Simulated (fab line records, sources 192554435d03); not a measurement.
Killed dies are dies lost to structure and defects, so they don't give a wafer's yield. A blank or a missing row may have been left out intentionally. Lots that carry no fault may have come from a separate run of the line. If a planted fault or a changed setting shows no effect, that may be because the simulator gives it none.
A struck lot beside a sound one -- flow n5-finfet -- 22 out of 1938 route steps
Sound: wafers L502.1, L502.2, L502.5. Struck: wafers L498.1, L498.5, L498.6. The cause is named last.
At each step with rows: each side's tool, then ch and its chambers, then its first start. Under that, the readings that differ: sound wafers -- struck wafers -- difference of the means -- sigmas: that difference in standard deviations of wafers without a fault.
alike: words and numbers the same on both sides, and readings whose means are apart by under 2 such deviations; not compared: readings that were withheld, readings missing a value for some wafer, numbers with overlapping values and no deviation given by the record, and bounds like >300 which may hide the same value.
The two part at a step that has a row with sigmas, a row that says differs or no value, or rows on one side only. Numbers that don't overlap but have no deviation are shown without sigmas and don't part them. A reading that every wafer of one side lacks parts them only if that side has two wafers or more.

first, 1 step without rows for these wafers: N5_BEOL_M3_ANNEAL_87 (time 240 s).
N5_BEOL_M3_SPUTTER_88: material Cu, target thk 4.5 nm, time 8.29 s.
  sound on pvd-sputter-03 at day 11 12:28; struck on pvd-sputter-01 at day 10 03:20
  alike: substrate-temp-c, throttle-valve-pct
then, 1 step without rows for these wafers: N5_BEOL_M3_ANNEAL_89 (time 240 s).
N5_BEOL_M3_SPUTTER_90: material Cu, target thk 4.5 nm, time 8.29 s.
  sound on pvd-sputter-03 at day 11 12:41; struck on pvd-sputter-01 at day 10 03:33
  alike: substrate-temp-c, throttle-valve-pct
then, 2 steps without rows for these wafers: N5_BEOL_M3_ANNEAL_91 (time 240 s); N5_BEOL_M3_SPUTTER_92 (material Cu, target thk 4.5 nm, time 8.29 s).
N5_BEOL_M3_ANNEAL_93: time 240 s.
  sound on pvd-sputter-03 at day 11 12:59; struck on pvd-sputter-01 at day 10 03:51
  alike: heater-power-w
then, 1 step without rows for these wafers: N5_BEOL_M3_SPUTTER_94 (material Cu, target thk 4.5 nm, time 8.29 s).
N5_BEOL_M3_ANNEAL_95: time 240 s.
  sound on pvd-sputter-03 at day 11 13:12; struck on pvd-sputter-01 at day 10 04:04
  alike: heater-power-w
then, 2 steps without rows for these wafers: N5_BEOL_M3_SPUTTER_96 (material Cu, target thk 4.5 nm, time 8.29 s); N5_BEOL_M3_ECD_50 (material Cu, target thk 300 nm).
N5_BEOL_M3_ANNEAL_51: time 90 s.
  sound on rtp-anneal-02 ch 0, day 11 13:32; struck on rtp-anneal-01 ch 0, day 10 04:25
  alike: wafer_temp_C_max
N5_BEOL_M3_CMP_52: polishes, stops on SiOC, t overpolish 6.8 s, target thk 40 nm.
  sound on cmp-02 ch 1,2,3, day 11 13:50; struck on cmp-02 ch 0,3, day 10 04:54
  no value came back on the struck wafers for any of 5 readings (barrier-field-endpoint-s (s), clearing-platen-down-force-psi (psi) and others); on the sound wafers barrier-field-endpoint-s (s) reads 24.8 24.2 25.5
reading,sound,struck,difference,sigmas
model.Cu_of_BEOL_M3_ECD_50.thk-nm (nm),38.2 37.8 39.4,303.6 300.4 301.6,+263.4,
model.SiO2_of_BEOL_M3_PECVD_72.thk-nm (nm),0 0 0,15.8 16 16,+15.9,
model.SiOC_of_BEOL_M3_ILD_DEP_00.thk-nm (nm),74.8 74.6 75.6,78 78.6 78.8,+3,
N5_BEOL_M3_THK_MEAS_53: measures by xrf.
  sound on film-metro-02 at day 11 14:07; struck on film-metro-02 at day 10 05:09
reading,sound,struck,difference,sigmas
M3_THK (nm),38.3 37.7 39.4,303.2 300.6 301.5,+263.3,+99 or more
then, 4 steps without rows for these wafers: N5_BEOL_M3_PRE_CLEAN_60 (time 15 s); N5_BEOL_M3_CO_CAP_55 (material Co, precursor CCTBA/H2, target thk 2 nm, time 102.1 s); N5_BEOL_M3_PRE_CLEAN_56 (time 15 s); N5_BEOL_M3_DEP_57 (deposits SiCN from 3MS/NH3, target thk 8 nm, time 14 s).
N5_BEOL_M3_RS_MEAS_58: the measuring method here is four-point-probe.
  sound on film-metro-02 at day 11 14:24; struck on film-metro-02 at day 10 05:26
reading,sound,struck,difference,sigmas
M3_RS (ohm/sq),0.71 0.72 0.68,0.06 0.06 0.06,-0.64,-18
N5_BEOL_M3_INSPECT_59: inspects for defects (darkfield).
  sound on defect-inspect-02 at day 11 14:26; struck on defect-inspect-02 at day 10 05:27
reading,sound,struck,difference,sigmas
raw-defect-count,57 64 42,5123 5224 5115,+5100,+99 or more
N5_BEOL_M4_RC_MEAS_101:
  the record has rows for the sound wafers here (prober-01 ch 0, day 12 03:58) and none for the struck ones
-- a jump in the record: the struck wafers' starts before and after are 6 days apart (it breaks off in module BEOL_M4 and resumes in module PASSIVATION, where the first step shown is number 1936 of the route) --
N5_PASSIVATION_PROBE_49:
  the record has rows for the struck wafers here (prober-02, day 16 16:50) and none for the sound ones

WHERE THEY PART
At N5_BEOL_M3_CMP_52 first; at N5_PASSIVATION_PROBE_49 last (within this record only).

WHY: whatever the simulator had introduced
Whole step skipped at N5_BEOL_M3_CMP_52 on cmp-02, starting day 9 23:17. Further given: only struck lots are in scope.
